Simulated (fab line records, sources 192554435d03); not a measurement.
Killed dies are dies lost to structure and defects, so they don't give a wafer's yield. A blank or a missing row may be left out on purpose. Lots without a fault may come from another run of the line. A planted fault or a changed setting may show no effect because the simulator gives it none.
A struck lot beside a sound one | flow n5_finfet | 15 steps out of a route of 1938
Sound: wafers L114.3, L114.5, L114.6. Struck: wafers L120.4, L120.6. The cause comes at the end.
At each step with rows: each side's tool, then ch and its chambers, then its first start. Under that, the readings that differ: sound wafers | struck wafers | difference of the means | sigmas: that difference in standard deviations of wafers without a fault.
alike: readings whose means differ by less than 2 such deviations, and words and numbers that are the same on both sides. not compared: withheld readings, readings that some wafer has no value for, bounds like >300 that may hide the same value, and numbers for which the record gives no deviation and whose values overlap.
The two part at a step that has a row with sigmas, a row that says differs or no value, or rows on one side only. Numbers that don't overlap but have no deviation are shown without sigmas and don't part them. A reading that every wafer of one side lacks parts them only if that side has two wafers or more.

first, 1 step without rows for these wafers: N5_BEOL_M9_TRENCH_ETCH_37 (etches SiCOH lowk in C4F6/O2, target depth 151.43 nm, time 49 s).
N5_BEOL_M9_ETCH_41: etches SiCN in CH3F/O2, target depth 36.6 nm, time 70.1 s.
  sound on rie_diel-06 ch 0,2,3; struck on rie_diel-06 ch 1,3
  alike: drypump_motor_current_A, oes_product_au, rf_vpp_V, showerhead_plenum_p_Torr, throttle_valve_pct
  not compared: rf_hours_counter_h
N5_BEOL_M9_STRIP_80: strips in N2/H2, time 10 s.
  sound on rie_diel-06 ch 0,2,3; struck on rie_diel-06 ch 1,3
  reading      | sound          | struck    | difference | sigmas
  rf_vpp_V (V) | 61.0 59.9 60.2 | 57.9 58.5 | -2.2       | -2
  alike: drypump_motor_current_A, oes_product_au, showerhead_plenum_p_Torr, throttle_valve_pct
  not compared: rf_hours_counter_h
N5_BEOL_M9_OCD_MEAS_38:
  sound on ocd-02, day 12 02:21; struck on ocd-01, day 14 08:43
  alike: trench_depth_nm
then, 4 steps without rows for these wafers: N5_BEOL_M9_HM_STRIP_39 (strips TiN in peroxide tin strip, target depth 25 nm, time 158 s); N5_BEOL_M9_SRD_40 (time 30 s); N5_BEOL_M9_PRECLEAN_42 (cleans in residue remover, time 60 s); N5_BEOL_M9_SRD_43 (time 30 s).
N5_BEOL_M9_CD_MEAS_35: target cd 70 nm, target cd y 40 nm.
  sound on cd_sem-02, day 12 02:30; struck on cd_sem-02, day 14 08:52
  alike: cd_nm
N5_BEOL_M9_CURE_72: cures SiCOH lowk, time 120 s.
  sound on uv_cure-01 ch 2, day 12 02:38; struck on uv_cure-01 ch 1, day 14 09:12
  alike: lamp_power_pct, wafer_temp_C_max
then, 1 step without rows for these wafers: N5_BEOL_M9_DEGAS_44 (time 60 s).
N5_BEOL_M9_PRE_CLEAN_45: time 30 s.
  sound on pvd_sputter-02, day 12 03:02; struck on pvd_sputter-03, day 14 09:43
  alike: heater_power_w
N5_BEOL_M9_ALD_74: deposits TaN, target thk 2 nm, pulse time 2 s, purge time 3 s.
  sound on ald_metal-04 ch 0,1,3, day 12 03:06; struck on ald_metal-04 ch 0, day 14 09:47
  reading    | sound    | struck | difference | sigmas
  ald_cycles | 40 40 40 | 36 36  | -4         |
  alike: heater_power_w
N5_BEOL_M9_SURFACE_TREAT_79:
  sound on pvd_sputter-01, day 12 03:29; struck on pvd_sputter-01, day 14 10:07
  not compared: throttle_valve_pct
-- the record jumps here: 3 days lie between the struck wafers' starts before and after (it left off in module BEOL_M9 and takes up again in module PASSIVATION, whose first step shown is number 1936 of the route) --
N5_PASSIVATION_PROBE_49:
  sound on prober-01, day 14 21:03; struck on prober-01, day 16 22:27
  alike: defect_limited_yield, killed_at_M0_to_M3, killed_at_M4_up, killed_at_contacts, killed_at_front_end, killed_at_other, killed_dies, killed_open, killed_short, sort_bin_4_leakage, sort_bin_5_function, sort_bin_6_memory, sort_n_pass, sort_yield_pct

WHERE THEY PART
Only at N5_BEOL_M9_STRIP_80, within this record. Later steps at which nothing parts them and some readings are alike: N5_BEOL_M9_OCD_MEAS_38, N5_BEOL_M9_CD_MEAS_35, N5_BEOL_M9_CURE_72, N5_BEOL_M9_PRE_CLEAN_45, N5_BEOL_M9_ALD_74, N5_PASSIVATION_PROBE_49.

WHY: what the simulator had put in
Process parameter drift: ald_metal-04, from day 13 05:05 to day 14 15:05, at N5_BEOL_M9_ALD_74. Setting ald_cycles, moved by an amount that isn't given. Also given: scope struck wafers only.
